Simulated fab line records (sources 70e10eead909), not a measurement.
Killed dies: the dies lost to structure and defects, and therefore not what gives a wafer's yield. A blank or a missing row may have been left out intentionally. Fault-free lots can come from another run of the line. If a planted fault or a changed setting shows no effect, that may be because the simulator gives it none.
fab line records + flow nand-harc
record:
- lots: 13
- wafers: 38
- last-day: 34
route steps=1302 shown A_CONTACT@983 END@1302
lots with no fault: from the same line, run without faults
start-h: the number of hours between the record's first day and the start of the first shown wafer of the lot + wait-h: hours elapsed since this lot's preceding step + " repeats the value in the row above + L1.1+2: a row that stands for several wafers + - value missing, or start not given + * or withheld: withheld + < > ~ a bound
route shown NAME@n: a module of which the file shows steps, and the number in the route of the first + usual: average and standard deviation across the fault-free wafers + same: alike in all rows + chamber/n: place in a boat + sites: the reading at each site + _std_site: how widely they spread, as a standard deviation + _edge_site: mean of outer sites minus mean of inner sites + radius-mm: for every site, how far away it sits from the centre of the wafer + mask NAME#n: copy n + behind: tool/chamber where the wafer was last shaped + hold: why the lot was held/for how many hours/how that ended + device: the n, p or np transistor that did not switch + end of line: the same wafers' tests at the end of the route + a step without rows: its recipe alone + killed: not the wafer's yield, but the dies lost to structure and defects at the first sort + map: a wafer's dies, marking killed ones x, the rest . and places with no die _
set.NAME: the run value of the setting; set.NAME@STEP: its run value at that earlier step + model.NAME: the simulator's own value behind a step, which no gauge read
route steps across a sampled set of lots; one table per step, one row per wafer
services: from which hour (start-h, from the record's first day; less than 0 if before it) a tool's chamber was out of use, for how many hours, and why
== steps ==
step: NHARC_A_CONTACT_DEP_24
recipe:
- target-thk-a: 5000
- temp-c: 400
- pressure-torr: 6.5
- rf-w: 900
- teos-flow-sccm: 161.4
- flow-sccm: 2650
- target-thk-nm: 500
- gas: O2
- material: SiO2
usual:
- heater-power-w: 541/110
- susceptor-temp-C: 399.99/0.24
- throttle-valve-pct: 15.8/0.38
| lot.wafer | tool     | chamber | start-h | wait-h | heater-power-w | susceptor-temp-C | throttle-valve-pct |
|-----------|----------|---------|---------|--------|----------------|------------------|--------------------|
| L719.1    | pecvd-04 | 1       | 479.34  | 0.1    | 824            | 399.77           | 15.9               |
| L719.2    | "        | 2       | "       | "      | 422            | 400.02           | 15.9               |
| L719.5    | "        | 2       | "       | "      | 416            | 399.94           | 16.1               |
| L720.4    | pecvd-02 | 1       | 495.45  | 0.3    | 603            | 399.75           | 16.0               |
| L720.6    | "        | 2       | "       | "      | 541            | 400.15           | 15.7               |
| L720.5    | "        | 0       | "       | "      | 510            | 399.70           | 15.6               |
| L722.1    | pecvd-02 | 2       | 507.58  | 0.1    | 557            | 400.25           | 15.8               |
| L722.4    | "        | 0       | "       | "      | 530            | 399.78           | 15.5               |
| L722.5    | "        | 1       | "       | "      | 606            | 399.93           | 16.5               |
| L721.3    | pecvd-01 | 2       | 507.64  | 0.2    | 655            | 400.31           | 15.6               |
| L721.6    | "        | 0       | "       | "      | 422            | 400.32           | 15.8               |
| L721.4    | "        | 2       | "       | "      | 505            | 399.90           | 15.7               |
| L729.2    | pecvd-04 | 1       | 578.32  | 0.2    | 714            | 399.99           | 16.1               |
| L729.4    | "        | 2       | "       | "      | 317            | 400.23           | 16.0               |
| L730.2    | pecvd-01 | 0       | 600.36  | 0.1    | 486            | 400.10           | 15.8               |
| L730.1    | "        | 1       | "       | "      | 532            | 399.94           | 15.0               |
| L730.4    | "        | 2       | "       | "      | 655            | 399.85           | 15.8               |
| L735.1    | pecvd-01 | 0       | 649.87  | 0.1    | 555            | 399.83           | 16.0               |
| L735.2    | "        | 1       | "       | "      | 590            | 400.34           | 15.3               |
| L735.5    | "        | 1       | "       | "      | 445            | 399.96           | 15.2               |
| L737.3    | pecvd-04 | 1       | 656.70  | 0.1    | 843            | 400.05           | 15.9               |
| L737.2    | "        | 2       | "       | "      | 443            | 400.02           | 16.1               |
| L737.1    | "        | 0       | "       | "      | 389            | 400.13           | 16.0               |
| L738.1    | pecvd-04 | 1       | 659.82  | 0.2    | 724            | 399.55           | 15.6               |
| L738.4    | "        | 2       | "       | "      | 424            | 400.08           | 16.3               |
| L738.6    | "        | 0       | "       | "      | 401            | 399.94           | 16.1               |
| L739.3    | pecvd-04 | 2       | 678.99  | 0.1    | 432            | 400.51           | 16.1               |
| L739.4    | "        | 1       | "       | "      | 653            | 400.07           | 15.7               |
| L739.5    | "        | 0       | "       | "      | 343            | 400.03           | 16.6               |
| L740.2    | pecvd-01 | 1       | 700.11  | 0.1    | 459            | 399.65           | 14.9               |
| L740.6    | "        | 1       | "       | "      | 506            | 400.08           | 15.1               |
| L740.4    | "        | 2       | "       | "      | 599            | 399.82           | 15.7               |
| L741.2    | pecvd-01 | 2       | 711.71  | 0.2    | 522            | 400.33           | 15.6               |
| L741.4    | "        | 2       | "       | "      | 546            | 400.06           | 15.5               |
| L741.6    | "        | 2       | "       | "      | 563            | 400.28           | 15.6               |
| L742.4    | pecvd-02 | 0       | 727.92  | 0.2    | 595            | 400.05           | 15.8               |
| L742.6    | "        | 0       | "       | "      | 442            | 400.03           | 15.8               |
| L742.5    | "        | 2       | "       | "      | 501            | 399.85           | 15.6               |
step: NHARC_A_CONTACT_ETCH_50
recipe:
- target-depth-a: 1210
- time-s: 60.5
- cf4-flow-sccm: 100
- chf3-flow-sccm: 30
- ar-flow-sccm: 0
- rf-w: 500
- bias-w: 200
- chemistry: CF4/CHF3
usual:
- bias-w: 200.1/0.64
- drypump-motor-current-A: 5.7/0.34
- oes-product-au: 0.950/0.024
- rf-vpp-V: 370.3/2
- showerhead-plenum-p-Torr: 1.57/0.05
- throttle-valve-pct: 16.803/0.0095
| lot.wafer | tool        | chamber | start-h | wait-h | bias-w | drypump-motor-current-A | oes-product-au | rf-hours-counter-h | rf-vpp-V | showerhead-plenum-p-Torr | throttle-valve-pct |
|-----------|-------------|---------|---------|--------|--------|-------------------------|----------------|--------------------|----------|--------------------------|--------------------|
| L719.1    | rie-diel-02 | 2       | 485.68  | -      | 201.1  | 5.8                     | 0.932          | 26                 | 369.6    | 1.53                     | 16.804             |
| L719.2    | "           | 0       | "       | "      | 199.9  | 6.1                     | 0.928          | 28                 | 374.2    | 1.66                     | 16.781             |
| L719.5    | "           | 2       | "       | "      | 201.1  | 5.8                     | 0.926          | -                  | 368.7    | 1.53                     | 16.804             |
| L720.4    | rie-diel-02 | 0       | 503.77  | -      | 199.8  | 6.1                     | 0.930          | 37                 | 373.0    | 1.66                     | 16.794             |
| L720.6    | "           | 2       | "       | "      | 200.1  | 5.8                     | 0.920          | -                  | 367.4    | 1.53                     | 16.805             |
| L720.5    | "           | 3       | "       | "      | 199.4  | 5.3                     | 0.929          | -                  | 372.4    | 1.62                     | 16.803             |
| L721.4    | rie-diel-03 | 1       | 513.86  | -      | 199.7  | 5.6                     | 0.981          | 7                  | 370.2    | 1.54                     | 16.796             |
| L721.3    | "           | 2       | "       | "      | 200.8  | 6.3                     | 1.009          | 9                  | 367.6    | 1.52                     | 16.812             |
| L721.6    | "           | 2       | "       | "      | 200.3  | 6.4                     | 0.987          | -                  | 368.2    | 1.52                     | 16.791             |
| L722.4    | rie-diel-02 | 2       | 514.01  | -      | 200.7  | 5.8                     | 0.910          | 36                 | 367.4    | 1.53                     | 16.799             |
| L722.1    | "           | 1       | "       | "      | 201.5  | 5.6                     | 0.933          | 42                 | 367.6    | 1.49                     | 16.811             |
| L722.5    | "           | 2       | "       | "      | 200.6  | 5.8                     | 0.920          | -                  | 369.6    | 1.53                     | 16.798             |
| L729.4    | rie-diel-03 | 3       | 584.45  | -      | 200.1  | 5.3                     | 0.698          | 22                 | 369.7    | 1.56                     | 16.795             |
| L729.2    | "           | 1       | "       | "      | 199.8  | 5.7                     | 0.977          | 21                 | 369.9    | 1.53                     | 16.809             |
| L730.4    | rie-diel-12 | 0       | 606.76  | -      | 200.7  | 5.7                     | 0.918          | 58                 | 372.2    | 1.57                     | 16.808             |
| L730.1    | "           | 1       | "       | "      | 200.2  | 5.8                     | 0.929          | 54                 | 369.8    | 1.58                     | 16.800             |
| L730.2    | "           | 2       | "       | "      | 199.9  | 5.7                     | 0.927          | 56                 | 370.4    | 1.60                     | 16.796             |
| L735.2    | rie-diel-02 | 0       | 656.75  | -      | 200.7  | 6.1                     | 0.948          | 22                 | 372.8    | 1.65                     | 16.793             |
| L735.1    | "           | 1       | "       | "      | 199.5  | 5.6                     | 0.958          | 26                 | 367.7    | 1.48                     | 16.799             |
| L735.5    | "           | 0       | "       | "      | 200.3  | 6.2                     | 0.948          | -                  | 372.8    | 1.65                     | 16.796             |
| L737.2    | rie-diel-02 | 2       | 663.72  | -      | 199.1  | 5.8                     | 0.948          | 31                 | 368.2    | 1.52                     | 16.814             |
| L737.1    | "           | 3       | "       | "      | 200.0  | 5.2                     | 0.922          | 27                 | 372.5    | 1.61                     | 16.809             |
| L737.3    | "           | 1       | "       | "      | 200.5  | 5.6                     | 0.928          | 28                 | 368.4    | 1.48                     | 16.811             |
| L738.1    | rie-diel-03 | 0       | 666.22  | -      | 200.3  | 5.4                     | 0.943          | 5                  | 370.5    | 1.55                     | 16.803             |
| L738.4    | "           | 2       | "       | "      | 201.0  | 6.3                     | 0.973          | 4                  | 367.5    | 1.51                     | 16.809             |
| L738.6    | "           | 3       | "       | "      | 200.0  | 5.3                     | 0.971          | -                  | 370.0    | 1.56                     | 16.787             |
| L739.3    | rie-diel-03 | 1       | 686.57  | -      | 200.5  | 5.6                     | 0.951          | 9                  | 369.2    | 1.53                     | 16.806             |
| L739.4    | "           | 2       | "       | "      | 199.4  | 6.3                     | 0.981          | 8                  | 368.2    | 1.51                     | 16.809             |
| L739.5    | "           | 3       | "       | "      | 199.8  | 5.3                     | 0.976          | -                  | 369.4    | 1.56                     | 16.816             |
| L740.2    | rie-diel-03 | 3       | 706.53  | -      | 200.3  | 5.3                     | 0.960          | 12                 | 369.5    | 1.56                     | 16.788             |
| L740.4    | "           | 3       | "       | "      | 199.9  | 5.3                     | 0.966          | -                  | 371.4    | 1.56                     | 16.800             |
| L740.6    | "           | 1       | "       | "      | 199.6  | 5.7                     | 0.969          | -                  | 369.7    | 1.53                     | 16.808             |
| L741.2    | rie-diel-12 | 3       | 718.27  | -      | 200.2  | 5.9                     | 0.914          | 33                 | 373.1    | 1.68                     | 16.789             |
| L741.4    | "           | 0       | "       | "      | 199.4  | 5.7                     | 0.924          | 24                 | 369.5    | 1.56                     | 16.803             |
| L741.6    | "           | 3       | "       | "      | 199.1  | 5.9                     | 0.908          | -                  | 373.6    | 1.68                     | 16.812             |
| L742.5    | rie-diel-03 | 0       | 734.23  | -      | 200.6  | 5.4                     | 0.961          | -                  | 368.3    | 1.55                     | 16.819             |
| L742.6    | "           | 1       | "       | "      | 199.6  | 5.6                     | 0.945          | -                  | 369.7    | 1.53                     | 16.815             |
| L742.4    | "           | 3       | "       | "      | 199.5  | 5.3                     | 0.963          | -                  | 368.3    | 1.56                     | 16.804             |
step: NHARC_A_CONTACT_ETCH_112
recipe:
- source-w: withheld
- pressure-mtorr: 20
- bias-v: 3000
- time-s: 190
- target-depth-a: 18500
- ar-flow-sccm: withheld
- c4f8-flow-sccm: withheld
- o2-flow-sccm: withheld
- chemistry: C4F8/O2/Ar
| lot.wafer | tool            | chamber | start-h | wait-h | rf-hours-counter-h |
|-----------|-----------------|---------|---------|--------|--------------------|
| L719.2    | har-cap-etch-01 | 1       | 487.18  | 0.2    | 128                |
| L719.1    | "               | 0       | "       | "      | 128                |
| L719.5    | "               | 0       | "       | "      | -                  |
| L720.4    | har-cap-etch-03 | 1       | 505.41  | 0.2    | -                  |
| L720.5    | "               | 1       | "       | "      | -                  |
| L720.6    | "               | 0       | "       | "      | -                  |
| L721.4    | har-cap-etch-01 | 0       | 515.41  | 0.2    | -                  |
| L721.3    | "               | 1       | "       | "      | -                  |
| L721.6    | "               | 1       | "       | "      | -                  |
| L722.1    | har-cap-etch-03 | 1       | 515.53  | 0.2    | 47                 |
| L722.4    | "               | 1       | "       | "      | -                  |
| L722.5    | "               | 1       | "       | "      | -                  |
| L729.2    | har-cap-etch-03 | 0       | 585.95  | 0.2    | 58                 |
| L729.4    | "               | 0       | "       | "      | -                  |
| L730.2    | har-cap-etch-02 | 0       | 608.27  | 0.2    | 101                |
| L730.1    | "               | 1       | "       | "      | 101                |
| L730.4    | "               | 1       | "       | "      | -                  |
| L735.2    | har-cap-etch-02 | 0       | 658.24  | 0.2    | 111                |
| L735.1    | "               | 1       | "       | "      | 111                |
| L735.5    | "               | 0       | "       | "      | -                  |
| L737.2    | har-cap-etch-02 | 1       | 665.23  | 0.2    | 113                |
| L737.1    | "               | 0       | "       | "      | 113                |
| L737.3    | "               | 0       | "       | "      | -                  |
| L738.1    | har-cap-etch-01 | 0       | 667.72  | 0.2    | 28                 |
| L738.4    | "               | 0       | "       | "      | -                  |
| L738.6    | "               | 0       | "       | "      | -                  |
| L739.3    | har-cap-etch-03 | 0       | 688.11  | 0.2    | -                  |
| L739.4    | "               | 1       | "       | "      | -                  |
| L739.5    | "               | 1       | "       | "      | -                  |
| L740.2    | har-cap-etch-01 | 1       | 708.34  | 0.2    | 35                 |
| L740.4    | "               | 1       | "       | "      | -                  |
| L740.6    | "               | 1       | "       | "      | -                  |
| L741.2    | har-cap-etch-03 | 0       | 719.81  | 0.2    | 82                 |
| L741.4    | "               | 1       | "       | "      | -                  |
| L741.6    | "               | 0       | "       | "      | -                  |
| L742.4    | har-cap-etch-02 | 1       | 736.04  | 0.2    | -                  |
| L742.5    | "               | 1       | "       | "      | -                  |
| L742.6    | "               | 0       | "       | "      | -                  |
step: NHARC_A_CONTACT_ETCH_116
recipe:
- source-w: withheld
- pressure-mtorr: 20
- bias-v: 3000
- time-s: 190
- target-depth-a: 18500
- ar-flow-sccm: withheld
- c4f8-flow-sccm: withheld
- o2-flow-sccm: withheld
- chemistry: C4F8/O2/Ar
| lot.wafer | tool            | chamber | start-h | wait-h | rf-hours-counter-h |
|-----------|-----------------|---------|---------|--------|--------------------|
| L719.2    | har-cap-etch-01 | 1       | 487.86  | 0.1    | 129                |
| L719.1    | "               | 0       | "       | "      | 129                |
| L719.5    | "               | 0       | "       | "      | -                  |
| L720.4    | har-cap-etch-03 | 1       | 506.09  | 0.1    | -                  |
| L720.5    | "               | 1       | "       | "      | -                  |
| L720.6    | "               | 0       | "       | "      | -                  |
| L721.4    | har-cap-etch-01 | 0       | 516.10  | 0.1    | -                  |
| L721.3    | "               | 1       | "       | "      | -                  |
| L721.6    | "               | 1       | "       | "      | -                  |
| L722.1    | har-cap-etch-03 | 1       | 516.22  | 0.1    | 47                 |
| L722.4    | "               | 1       | "       | "      | -                  |
| L722.5    | "               | 1       | "       | "      | -                  |
| L729.2    | har-cap-etch-03 | 0       | 586.63  | 0.1    | 59                 |
| L729.4    | "               | 0       | "       | "      | -                  |
| L730.2    | har-cap-etch-02 | 0       | 608.96  | 0.1    | 102                |
| L730.1    | "               | 1       | "       | "      | 102                |
| L730.4    | "               | 1       | "       | "      | -                  |
| L735.2    | har-cap-etch-02 | 0       | 658.92  | 0.1    | 111                |
| L735.1    | "               | 1       | "       | "      | 111                |
| L735.5    | "               | 0       | "       | "      | -                  |
| L737.2    | har-cap-etch-02 | 1       | 665.91  | 0.1    | 114                |
| L737.1    | "               | 0       | "       | "      | 114                |
| L737.3    | "               | 0       | "       | "      | -                  |
| L738.1    | har-cap-etch-01 | 0       | 668.40  | 0.1    | 29                 |
| L738.4    | "               | 0       | "       | "      | -                  |
| L738.6    | "               | 0       | "       | "      | -                  |
| L739.3    | har-cap-etch-03 | 0       | 688.80  | 0.1    | -                  |
| L739.4    | "               | 1       | "       | "      | -                  |
| L739.5    | "               | 1       | "       | "      | -                  |
| L740.2    | har-cap-etch-01 | 1       | 709.02  | 0.1    | 35                 |
| L740.4    | "               | 1       | "       | "      | -                  |
| L740.6    | "               | 1       | "       | "      | -                  |
| L741.2    | har-cap-etch-03 | 0       | 720.73  | 0.2    | 83                 |
| L741.4    | "               | 1       | "       | "      | -                  |
| L741.6    | "               | 0       | "       | "      | -                  |
| L742.4    | har-cap-etch-02 | 1       | 736.72  | 0.1    | -                  |
| L742.5    | "               | 1       | "       | "      | -                  |
| L742.6    | "               | 0       | "       | "      | -                  |
step: NHARC_END_SORT_01
recipe:
- temp-c: 25
usual:
- killed-at-array: 56/19
- killed-at-other: 0.8/1.1
- killed-at-periphery: 3.4/2.5
- killed-dies: 60/19
- killed-open: 2.9/1.7
- killed-short: 2.4/1.6
same:
- gross-dies: 677
| lot.wafer | tool      | chamber | start-h | wait-h | killed-at-array | killed-at-other | killed-at-periphery | killed-dies | killed-open | killed-short |
|-----------|-----------|---------|---------|--------|-----------------|-----------------|---------------------|-------------|-------------|--------------|
| L729.2    | prober-01 | 0       | 659.93  | 2.9    | 76              | 0               | 3                   | 79          | 2           | 0            |
| L729.4    | prober-01 | 0       | 661.53  | 3.4    | 675             | 0               | 2                   | 677         | 3           | 0            |
killed by level:class
L729.2 A_SLIT:chamber-film-flake=40 A_CHANNEL_HOLE_D2:chamber-film-flake=18 A_CONTACT:chamber-film-flake=7 A_STAIRCASE:chamber-film-flake=3 A_WL_FILL:chamber-film-flake=3 P_STI:chamber-film-flake=2 A_DECK1_JOINT:chamber-film-flake=2 P_M0:geometric-particle:open=1
L729.4 A_CONTACT:area-etch=619 A_SLIT:chamber-film-flake=32 A_CHANNEL_HOLE_D2:chamber-film-flake=11 A_STAIRCASE:chamber-film-flake=3 A_WL_FILL:chamber-film-flake=3 P_GATE:chamber-film-flake=2 A_ONON_D1:geometric-particle:open=1 A_CHANNEL_HOLE_D2:geometric-particle:open=1
== services ==
| tool            | chamber | start-h | hours | kind   |
|-----------------|---------|---------|-------|--------|
| pecvd-02        | -       | 455.62  | 4.2   | repair |
| rie-diel-03     | -       | 458.30  | 9.0   | pm     |
| har-cap-etch-01 | -       | 467.74  | 0.1   | repair |
| pecvd-04        | -       | 468.09  | 1.3   | repair |
| rie-diel-12     | 2       | 474.63  | 9.5   | repair |
| pecvd-01        | -       | 492.00  | 13.0  | pm     |
| har-cap-etch-01 | -       | 497.49  | 17.0  | pm     |
| pecvd-01        | -       | 551.01  | 1.0   | repair |
| pecvd-04        | 2       | 554.15  | 3.8   | repair |
| rie-diel-02     | -       | 570.88  | 9.0   | pm     |
| pecvd-02        | -       | 576.44  | 1.1   | repair |
| pecvd-02        | -       | 589.00  | 13.0  | pm     |
| pecvd-01        | -       | 614.32  | 0.3   | repair |
| rie-diel-03     | 2       | 622.41  | 1.5   | repair |
| pecvd-04        | -       | 631.21  | 13.0  | pm     |
| rie-diel-03     | -       | 635.32  | 9.0   | pm     |
| rie-diel-03     | -       | 660.49  | 0.7   | repair |
| pecvd-01        | -       | 673.00  | 13.0  | pm     |
| pecvd-02        | 1       | 692.05  | 69.3  | repair |
| rie-diel-03     | 0       | 698.57  | 9.7   | repair |
| pecvd-01        | 1       | 711.03  | 19.3  | repair |
| rie-diel-03     | 2       | 712.15  | 28.9  | repair |
| rie-diel-03     | 3       | 719.20  | 1.4   | repair |
| pecvd-04        | 2       | 735.76  | 10.6  | repair |
== key ==
first-sign:
- step: NHARC_A_CONTACT_ETCH_50
- reading: oes-product-au
- direction: down
- sigmas: 11
- usual: 0.950
- struck: 0.698
effect:
- step: NHARC_END_SORT_01
- reading: killed-at-array
- direction: up
- sigmas: 33
- usual: 56
- struck: 675
more-kills-born-at:
- NHARC_A_CONTACT_ETCH_50@rie-diel-03: 619
met-at NHARC_A_CONTACT_ETCH_50
struck-lots L729
struck-wafers L729.4
later-rows-left-out L729.4
tester-left-out L729
not-acting-at NHARC_A_CONTACT_DEP_24,NHARC_A_CONTACT_ETCH_112,NHARC_A_CONTACT_ETCH_116
onset-between 513.86 584.45
fault:
- kind: process-parameter-drift
- tool: rie-diel-03
- chamber: -
- onset-h: 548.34
- steps: NHARC_A_CONTACT_ETCH_50
- channel: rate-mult
- offset: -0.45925
- shape: step
- end-h: 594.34
- scope: struck-wafers-only
tester-left-out: of these lots the tester's yield and bins aren't shown, on N5 and GAA mostly nor the transistor test; their killed dies are dies lost to structure and defects alone, not to doping, threshold or leakage, so they don't give the yield
later-rows-left-out: the simulator's readings of these wafers behind a module that went badly wrong aren't trusted and aren't shown, but for the sort
